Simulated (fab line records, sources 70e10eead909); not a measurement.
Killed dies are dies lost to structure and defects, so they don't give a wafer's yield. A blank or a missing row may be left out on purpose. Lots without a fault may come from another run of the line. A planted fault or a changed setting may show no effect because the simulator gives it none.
fab line records | flow nand_harc
record lots=13 wafers=39 last_day=23
route steps=1159 shown A_WL_FILL@839 A_CONTACT@849
lots that met no fault: from a run of the same line without faults
start_h: hours from the record's first day to the start of the lot's first wafer shown | wait_h: hours since the lot's step before | " the same as in the row above | L1.1+2: a row that stands for several wafers | - no value, or no start given | * or withheld: withheld | < > ~ a bound
route shown NAME@n: a module of which the file shows steps, and the number in the route of the first | usual: mean/standard deviation of fault-free wafers | same: alike in all rows | chamber/n: place in a boat | sites: the reading at each site | _std_site: their standard deviation | _edge_site: outer sites' mean less inner sites' | radius_mm: how far each site lies from the wafer's centre | mask NAME#n: copy n | behind: the tool/chamber that last shaped the wafer | hold: why the lot was held/for how many hours/how that ended | device: the transistor (n, p or np) that didn't switch | end of line: the same wafers' tests at the end of the route | a step without rows: its recipe alone | killed: dies lost to structure and defects at the first sort, not the wafer's yield | map: a wafer's dies, x killed, . not, _ none there
set.NAME: the setting as run; set.NAME@STEP: as run at that earlier step | model.NAME: the simulator's own value behind a step, which no gauge read
steps of the route over a sample of lots; a table a step, a row a wafer
services: from which hour (start_h, from the record's first day; less than 0 if before it) a tool's chamber was out of use, for how many hours, and why
## steps
# step NHARC_A_WL_FILL_INSPECT_15
# usual raw_defect_count=377/120
# columns lot.wafer tool chamber start_h wait_h raw_defect_count
L623.2 defect_inspect-01 - 359.13 0.0 340
L623.4 " - " " 251
L623.6 " - " " 325
L625.1 defect_inspect-01 - 366.73 0.0 480
L625.2 " - " " 406
L625.6 " - " " 248
L624.1 defect_inspect-02 - 366.75 0.0 325
L624.3 " - " " 290
L624.6 " - " " 238
L628.1 defect_inspect-02 - 380.80 0.0 393
L628.4 " - " " 250
L628.6 " - " " 315
L626.2 defect_inspect-02 - 380.92 0.0 566
L626.4 " - " " 666
L626.5 " - " " 389
L627.1 defect_inspect-02 - 391.13 0.0 317
L627.5 " - " " 425
L627.6 " - " " 379
L631.4 defect_inspect-02 - 401.27 0.0 262
L631.5 " - " " 469
L631.6 " - " " 252
L633.2 defect_inspect-01 - 417.02 0.0 289
L633.3 " - " " 337
L633.5 " - " " 407
L632.2 defect_inspect-01 - 421.35 0.1 308
L632.5 " - " " 388
L632.6 " - " " 536
L636.1 defect_inspect-01 - 428.94 0.0 532
L636.5 " - " " 541
L636.6 " - " " 421
L637.1 defect_inspect-01 - 444.05 0.0 324
L637.3 " - " " 382
L637.6 " - " " 242
L634.2 defect_inspect-01 - 444.12 0.0 311
L634.3 " - " " 443
L634.5 " - " " 438
L641.2 defect_inspect-02 - 457.60 0.0 580
L641.4 " - " " 385
L641.6 " - " " 389
# step NHARC_A_CONTACT_SOFTBAKE_37
# recipe temp_c=105 time_s=55
# usual heater_power_total_W=188.46/0.14
# same time_s=55
# columns lot.wafer tool chamber start_h wait_h heater_power_total_W
L623.2 litho_track-04 0 364 - 188.50
L623.4 " 0 " " 188.29
L623.6 " 0 " " 188.32
L624.1 litho_track-06 0 369 - 188.34
L624.3 " 0 " " 188.43
L624.6 " 0 " " 188.44
L625.1 litho_track-01 0 369 - 188.70
L625.2 " 0 " " 188.44
L625.6 " 0 " " 188.67
L628.1 litho_track-01 0 384 - 188.49
L628.4 " 0 " " 188.63
L628.6 " 0 " " 188.36
L626.2 litho_track-06 0 385 - 188.48
L626.4 " 0 " " 188.57
L626.5 " 0 " " 188.37
L627.1 litho_track-01 0 398 - 188.38
L627.5 " 0 " " 188.38
L627.6 " 0 " " 188.73
L631.4 litho_track-01 0 404 - 188.43
L631.5 " 0 " " 188.44
L631.6 " 0 " " 188.35
L633.2 litho_track-04 0 421 - 188.46
L633.3 " 0 " " 188.38
L633.5 " 0 " " 188.47
L632.2 litho_track-04 0 424 - 188.36
L632.5 " 0 " " 188.69
L632.6 " 0 " " 188.43
L636.1 litho_track-01 0 432 - 188.43
L636.5 " 0 " " 188.36
L636.6 " 0 " " 188.35
L634.2 litho_track-04 0 448 - 188.65
L634.3 " 0 " " 188.44
L634.5 " 0 " " 188.41
L637.1 litho_track-04 0 448 - 183.52
L637.3 " 0 " " 183.31
L637.6 " 0 " " 183.49
L641.2 litho_track-04 0 461 - 183.47
L641.4 " 0 " " 183.35
L641.6 " 0 " " 183.36
# step NHARC_A_CONTACT_ETCH_51
# recipe target_depth_a=36000 over_etch_frac=0.3 time_s=936 ion_energy_ev=150 o2_flow_sccm=400 cos_flow_sccm=20 ar_flow_sccm=0 rf_w=500 bias_w=300 chemistry=O2/COS
# usual cos_flow_sccm=19.99/0.054 drypump_motor_current_A=5.7/0.32 oes_product_au=0.997/0.014 rf_vpp_V=314.7/1.7 showerhead_plenum_p_Torr=3.17/0.11 throttle_valve_pct=28.331/0.0089
# same time_s=936
# columns lot.wafer tool chamber start_h wait_h cos_flow_sccm drypump_motor_current_A oes_product_au rf_hours_counter_h rf_vpp_V showerhead_plenum_p_Torr throttle_valve_pct
L623.4 rie_diel-08 0 - - 19.93 5.7 0.983 11 314.6 3.17 28.345
L623.2 " 1 " " 20.04 5.9 0.999 9 315.0 3.12 28.326
L623.6 " 0 " " 19.97 5.7 0.980 - 316.2 3.17 28.334
L624.3 rie_diel-08 1 - - 20.00 5.9 1.008 11 315.0 3.12 28.336
L624.1 " 3 " " 19.99 5.4 1.013 12 316.6 3.33 28.345
L624.6 " 1 " " 20.05 5.9 1.008 - 313.5 3.12 28.335
L625.1 rie_diel-08 0 - - 20.01 5.7 0.979 12 315.6 3.16 28.306
L625.2 " 2 " " 19.88 5.1 1.008 13 313.8 3.14 28.327
L625.6 " 3 " " 19.91 5.4 1.010 - 316.2 3.33 28.322
L628.4 rie_diel-13 0 - - 20.02 5.9 0.993 42 317.2 3.35 28.324
L628.1 " 1 " " 19.98 6.1 0.977 40 313.1 3.10 28.358
L628.6 " 1 " " 20.01 6.1 0.987 - 314.7 3.10 28.330
L626.2 rie_diel-07 0 - - 19.89 5.3 0.994 54 317.3 3.27 28.328
L626.4 " 1 " " 20.05 5.9 0.994 56 312.1 3.14 28.337
L626.5 " 2 " " 20.03 6.3 0.989 - 315.8 3.34 28.331
L627.1 rie_diel-08 0 - - 20.00 5.7 0.977 17 315.3 3.16 28.316
L627.5 " 0 " " 20.01 5.7 0.982 - 313.1 3.16 28.330
L627.6 " 1 " " 20.04 5.9 1.004 - 313.3 3.12 28.334
L631.6 rie_diel-13 0 - - 19.96 5.9 0.997 - 317.8 3.35 28.314
L631.4 " 2 " " 19.94 5.3 0.988 - 313.6 3.06 28.334
L631.5 " 3 " " 19.89 5.5 1.005 - 309.7 2.89 28.327
L633.3 rie_diel-13 2 - - 19.91 5.3 0.990 39 312.9 3.06 28.343
L633.2 " 1 " " 20.01 6.2 0.993 46 312.9 3.10 28.345
L633.5 " 2 " " 19.95 5.3 0.991 - 312.3 3.06 28.333
L632.2 rie_diel-13 2 - - 19.99 5.3 0.977 40 313.2 3.05 28.336
L632.6 " 1 " " 19.95 6.2 0.989 - 313.4 3.10 28.328
L632.5 " 2 " " 19.94 5.3 0.982 - 314.5 3.05 28.321
L636.1 rie_diel-08 3 - - 19.95 5.5 1.018 22 315.7 3.32 28.312
L636.5 " 0 " " 20.05 5.7 0.969 - 314.3 3.16 28.328
L636.6 " 1 " " 20.09 5.9 1.012 - 314.1 3.12 28.322
L634.3 rie_diel-08 3 - - 19.98 5.4 1.013 25 316.3 3.32 28.345
L634.2 " 1 " " 19.94 5.9 1.001 26 313.9 3.12 28.341
L634.5 " 1 " " 19.88 5.9 1.003 - 314.1 3.12 28.327
L637.1 rie_diel-13 3 - - 19.96 5.5 1.006 62 310.2 2.89 28.354
L637.3 " 0 " " 20.01 5.9 0.979 63 316.8 3.34 28.337
L637.6 " 2 " " 20.04 5.4 0.999 - 313.0 3.05 28.326
L641.4 rie_diel-07 1 - - 20.03 5.9 0.993 20 314.0 3.12 28.324
L641.2 " 3 " " 19.99 5.8 1.012 22 314.7 3.15 28.329
L641.6 " 2 " " 20.03 6.3 0.993 - 317.6 3.33 28.328
# step NHARC_A_CONTACT_ETCH_112
# recipe source_w=withheld pressure_mtorr=20 bias_v=3000 time_s=94 target_depth_a=9220 ar_flow_sccm=withheld c4f8_flow_sccm=withheld o2_flow_sccm=withheld chemistry=C4F8/O2/Ar
# same time_s=94
# columns lot.wafer tool chamber start_h wait_h rf_hours_counter_h
L623.2 har_cap_etch-01 0 366.63 0.1 55
L623.4 " 0 " " -
L623.6 " 1 " " -
L624.1 har_cap_etch-02 1 372.05 0.2 9
L624.3 " 1 " " -
L624.6 " 0 " " -
L625.2 har_cap_etch-01 0 372.57 0.2 56
L625.1 " 1 " " 56
L625.6 " 1 " " -
L628.1 har_cap_etch-02 1 386.94 0.2 13
L628.4 " 1 " " -
L628.6 " 0 " " -
L626.2 har_cap_etch-01 0 387.98 0.1 58
L626.4 " 0 " " -
L626.5 " 1 " " -
L627.1 har_cap_etch-03 1 400.11 0.1 87
L627.6 " 0 " " -
L627.5 " 1 " " -
L631.4 har_cap_etch-02 0 407.06 0.1 -
L631.6 " 1 " " -
L631.5 " 0 " " -
L633.2 har_cap_etch-03 1 423.23 0.1 91
L633.3 " 1 " " -
L633.5 " 1 " " -
L632.2 har_cap_etch-02 0 427.24 0.2 20
L632.5 " 1 " " -
L632.6 " 0 " " -
L636.1 har_cap_etch-02 1 435.05 0.1 21
L636.5 " 0 " " -
L636.6 " 1 " " -
L634.2 har_cap_etch-03 0 450.52 0.1 96
L634.3 " 0 " " -
L634.5 " 1 " " -
L637.1 har_cap_etch-02 0 450.95 0.2 24
L637.3 " 1 " " -
L637.6 " 0 " " -
L641.2 har_cap_etch-01 0 463.87 0.2 71
L641.4 " 0 " " -
L641.6 " 0 " " -
## services
# columns tool chamber start_h hours kind
rie_diel-08 - 350.55 2.2 repair
rie_diel-08 0 359.98 - clean
rie_diel-08 1 359.98 - clean
rie_diel-08 2 359.98 - clean
rie_diel-08 3 359.98 - clean
rie_diel-08 0 384.48 - clean
rie_diel-08 1 384.48 - clean
rie_diel-08 2 384.48 - clean
rie_diel-08 3 384.48 - clean
har_cap_etch-01 - 395.64 0.4 repair
rie_diel-13 1 399.79 10.7 repair
rie_diel-07 - 405.74 9.0 pm
rie_diel-08 0 409.03 - clean
rie_diel-08 1 409.03 - clean
rie_diel-08 2 409.03 - clean
rie_diel-08 3 409.03 - clean
rie_diel-08 0 417.33 3.9 repair
rie_diel-08 0 433.53 - clean
rie_diel-08 1 433.53 - clean
rie_diel-08 2 433.53 - clean
rie_diel-13 - 442.55 0.3 repair
litho_track-01 - 443.00 7.0 pm
rie_diel-07 - 444.54 0.8 repair
rie_diel-08 - 459.16 21.9 repair
## key
first_sign step=NHARC_A_CONTACT_SOFTBAKE_37 reading=heater_power_total_W direction=down sigmas=36 usual=* struck=*
effect none on later readings
met_at NHARC_A_CONTACT_SOFTBAKE_37
struck_lots L637,L641
tester_left_out L637,L641
not_acting_at NHARC_A_WL_FILL_INSPECT_15,NHARC_A_CONTACT_ETCH_51,NHARC_A_CONTACT_ETCH_112
fault kind=process_parameter_drift tool=litho_track-04 chamber=- onset_h=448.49 steps=NHARC_A_CONTACT_SOFTBAKE_37 channel=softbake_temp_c offset=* shape=step end_h=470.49 acts_in=* stated=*
# tester_left_out: of these lots the tester's yield and bins aren't shown, on N5 and GAA mostly nor the transistor test; their killed dies are dies lost to structure and defects alone, not to doping, threshold or leakage, so they don't give the yield
